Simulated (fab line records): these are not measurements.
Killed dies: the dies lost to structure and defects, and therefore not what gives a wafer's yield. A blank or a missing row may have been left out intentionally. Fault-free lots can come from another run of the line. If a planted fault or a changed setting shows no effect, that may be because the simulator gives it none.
The tool behind it: which one? ; flow nand-harc ; at 1 step of a route of 1159, 11 lots with 33 wafers sampled

== WHAT THE GAUGES SHOWED, per wafer ==
NHARC_P_BONDPAD_THK_MEAS_20: measures by xrf.
lot;measured;on;thk-nm (nm)
L075;day 7 00:45;film-metro-02;162.5 160.9 165.2
L077;day 7 11:23;film-metro-02;159.4 159.9 164.4
L079;day 7 16:11;film-metro-02;159.4 158.2 160.3
L081;day 8 05:56;film-metro-01;158.8 162.9 161.1
L083;day 8 16:02;film-metro-01;160.3 161.8 160.2
L086;day 9 14:32;film-metro-01;162.9 160.2 159.7
L089;day 10 07:19;film-metro-01;161.3 161.6 159.9
L091;day 10 09:22;film-metro-02;163.4 160.7 161.5
L092;day 10 19:58;film-metro-02;161.2 161.9 159.9
L093;day 11 15:24;film-metro-02;162.8 163.1 162.0
L096;day 11 21:05;film-metro-02;163.4 160.1 163.6

== TOOL THAT RAN EACH LOT (tool first, then ch and the chambers of the sampled wafers, then the start) ==
Record: no process step prior to these readings.

== THE ANSWER, worked out from the rows above alone ==
Rule: the lots themselves supply what counts as usual. Put in order of their means at a reading, lots are off if they are a third of the lots or fewer, leave a main group of 4 or more, and stand apart from it by a gap of 3 or more times the standard deviation of the main group's means; of several such gaps the widest counts. A main group is skipped when, at the precision printed for the reading in the tables above, its means are all equal. A lot without any number at a reading at which 4 lots or more have one is off too. All remaining lots with rows at the step are treated as sound.
None of the lots is off at any reading shown; this tells nothing.

== WHAT THE SIMULATOR HAD PUT IN ==
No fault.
